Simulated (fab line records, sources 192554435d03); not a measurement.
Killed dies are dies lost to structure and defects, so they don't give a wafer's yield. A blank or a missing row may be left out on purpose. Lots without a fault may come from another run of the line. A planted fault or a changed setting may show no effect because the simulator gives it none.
Split-lot experiment | flow n5_finfet | 7 lots, 21 wafers read, on a route of 1938 steps

THE SPLIT
At N5_BEOL_M7_VIA_ETCH_34 (etches SiCOH lowk in C4F6/O2, target depth 125.5 nm, time 50.5 s), the setting source_w was moved away from the recipe's 345 W on 8 of the 21 wafers read, by -16.4% to +15.2%. The other wafers ran this setting at the recipe's value.

The reading is taken at the split's own step.

THE READING
etch.depth_nm (the simulator's own value, which no gauge read), in nm, at N5_BEOL_M7_VIA_ETCH_34 (etches SiCOH lowk in C4F6/O2, target depth 125.5 nm, time 50.5 s). The file gives no usual value for it. The 13 wafers here that ran the recipe average 125.3 nm, standard deviation 2.7 nm.

wafer  | tool, chamber at the split | source_w as run, W | against the recipe | etch.depth_nm, nm | against lot-mates on the recipe
L074.2 | rie_diel-04, 0             | 345                | recipe             | 126.6             | -
L074.4 | rie_diel-04, 2             | 345                | recipe             | 125.2             | -
L074.5 | rie_diel-04, 2             | 288.3              | -16.4%             | 116.1             | -9.8
L079.1 | rie_diel-01, 3             | 392                | +13.6%             | 127.3             | +6.4
L079.2 | rie_diel-01, 0             | 392                | +13.6%             | 128.5             | +7.6
L079.5 | rie_diel-01, 3             | 345                | recipe             | 120.9             | -
L084.4 | rie_diel-04, 0             | 345                | recipe             | 121.3             | -
L084.5 | rie_diel-04, 1             | 345                | recipe             | 127.5             | -
L084.6 | rie_diel-04, 2             | 345                | recipe             | 122.5             | -
L086.4 | rie_diel-01, 3             | 299.7              | -13.1%             | 115.8             | -11.6
L086.5 | rie_diel-01, 2             | 345                | recipe             | 127.4             | -
L086.6 | rie_diel-01, 1             | 299.7              | -13.1%             | 119.9             | -7.5
L089.3 | rie_diel-03, 1             | 345                | recipe             | 123.2             | -
L089.4 | rie_diel-03, 0             | 395.4              | +14.6%             | 130.9             | +7.7
L089.6 | rie_diel-03, 1             | 395.4              | +14.6%             | 131.6             | +8.4
L093.1 | rie_diel-04, 1             | 345                | recipe             | 128.6             | -
L093.4 | rie_diel-04, 0             | 345                | recipe             | 123.4             | -
L093.5 | rie_diel-04, 3             | 345                | recipe             | 125.4             | -
L096.1 | rie_diel-04, 2             | 397.5              | +15.2%             | 134               | +5.6
L096.2 | rie_diel-04, 1             | 345                | recipe             | 128.3             | -
L096.6 | rie_diel-04, 1             | 345                | recipe             | 128.6             | -

THE FIT
A straight line over all 21 wafers: etch.depth_nm changes by +0.45 nm for each +1% of source_w; r = +0.84; the points scatter about the line by 2.6 nm.
The same after taking each lot's own level away (the mean of its wafers on the recipe; 21 wafers): +0.569 nm for each +1%; r = +0.95; scatter 1.8 nm.
On that fit, the largest move of source_w shifts the reading by 9.4 nm.
The lots' own levels span 120.90 to 128.45 nm, that is 2.8 times the standard deviation above.
So the lot-to-lot level changes the slope: the two fits differ.
Check: with one of the wafers moved furthest among these (-16.4%) left out of the fit, the line predicts -9.82 nm for it against its lot-mates. It came out at -9.8 nm against them.

OTHER SPLITS ON THESE WAFERS
These wafers also went through other splits before the reading. Each is held against what the fit with the lots' levels taken away leaves over:
other split on the same wafers    | wafers away from the commonest value | r with etch.depth_nm (lot level and that fit taken away)
N5_BEOL_M5_HM_DEP_02 target_thk_a | 3                                    | -0.28
N5_BEOL_M5_COAT_71 spin_rpm       | 5                                    | -0.20
N5_BEOL_M6_TRENCH_ETCH_37 bias_w  | 7                                    | +0.01

THE FILE'S OWN FIT
etch.depth_nm changes by +0.545 nm for each +1% of source_w, r = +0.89.
